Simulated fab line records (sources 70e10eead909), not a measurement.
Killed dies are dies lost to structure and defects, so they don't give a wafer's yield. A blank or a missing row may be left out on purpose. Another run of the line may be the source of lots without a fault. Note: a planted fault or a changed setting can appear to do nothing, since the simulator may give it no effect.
Comparing a struck lot with a sound one -- flow nand harc -- 14 out of 1159 route steps
Sound: these wafers, L977.2, L977.3, L977.6. Wafers struck: L990.1, L990.3, L990.6. The cause is given at the end.
Per side, at each step with rows, come the tool, then ch with its chambers, and then its first start. Under that, the readings that differ: sound wafers -- struck wafers -- difference of the means -- sigmas: that difference in standard deviations of wafers without a fault.
alike: words and numbers the same on both sides, and readings whose means are apart by under 2 such deviations; not compared: readings that were withheld, readings missing a value for some wafer, numbers with overlapping values and no deviation given by the record, and bounds like >300 which may hide the same value.
Wherever a step has rows on one side only, a row that says differs or no value, or a row with sigmas, the two part there. Numbers that don't overlap but have no deviation are shown without sigmas and don't part them. A reading missing from all wafers of one side parts the sides only when that side holds two or more wafers.

NHARC_P_CONTACT_PVD_32: deposits Ti, target thk 5 nm, time 17.7 s.
  sound on pvd sputter-03; struck on pvd sputter-01
  alike: substrate temp c, throttle valve pct
NHARC_P_CONTACT_ALD_22: deposits TiN, target thk 3 nm, pulse time 1 s, ald cycles 150.
  sound on ald metal-04 ch 1,3, day 5 22:38; struck on ald metal-04 ch 0,2,3, day 8 19:54
reading,sound,struck,difference,sigmas
precursor pulse height rel,1.016 1.028 1.039,0.985 0.955 0.988,-0.052,-3
  alike: heater power w
NHARC_P_CONTACT_CVD_23: deposits W, target thk 200 nm, time 557 s.
  sound: cvd w-02 ch 0; struck: cvd w-01 ch 0,1
  alike: heater power w, mfc h2 sccm, mfc wf6 sccm, throttle valve pct
NHARC_P_CONTACT_CMP_24: polishes, t overpolish 30 s, target thk 200 nm.
  sound on cmp-02 ch 1,2, day 6 02:40; struck on cmp-04 ch 1,2, day 8 20:56
  alike: motor current A, overpolish run s, time to endpoint s
then, 1 step without rows for these wafers: NHARC_P_CONTACT_SRD_26.
NHARC_P_CONTACT_INSPECT_27:
  sound on defect inspect-01 at day 6 03:05; struck on defect inspect-02 at day 8 21:18
  alike: raw defect count
then, 5 steps without rows for these wafers: NHARC_P_M0_DEP_00 (deposits SiOC, target thk 150 nm); NHARC_P_M0_DEHYDRATE_01 (time 120 s); NHARC_P_M0_HMDS_02 (time 30 s); NHARC_P_M0_COAT_33 (time 65 s); NHARC_P_M0_COAT_03 (resist thk 90 nm).
NHARC_P_M0_SOFTBAKE_04: time 55 s.
  sound on litho track-04 ch 0, day 6 03:00; struck on litho track-04 ch 0, day 8 21:00
reading,sound,struck,difference,sigmas
heater power total W (W),188.36 188.49 188.53,186.64 186.61 186.93,-1.73,-13
then, 1 step without rows for these wafers: NHARC_P_M0_EBR_05.
-- jump in the record: it breaks off in module P_M0 and resumes in module END (first step shown: number 1159 of the route), and 13 days separate the struck wafers' starts before and after --
NHARC_END_SORT_01:
  at this point the record logs the struck wafers (prober-01 ch 0, day 22 03:27) and has no rows for the sound ones

== WHERE THEY PART ==
At NHARC_P_CONTACT_ALD_22 first; at NHARC_END_SORT_01 last (within this record only).

WHY: whatever the simulator had introduced
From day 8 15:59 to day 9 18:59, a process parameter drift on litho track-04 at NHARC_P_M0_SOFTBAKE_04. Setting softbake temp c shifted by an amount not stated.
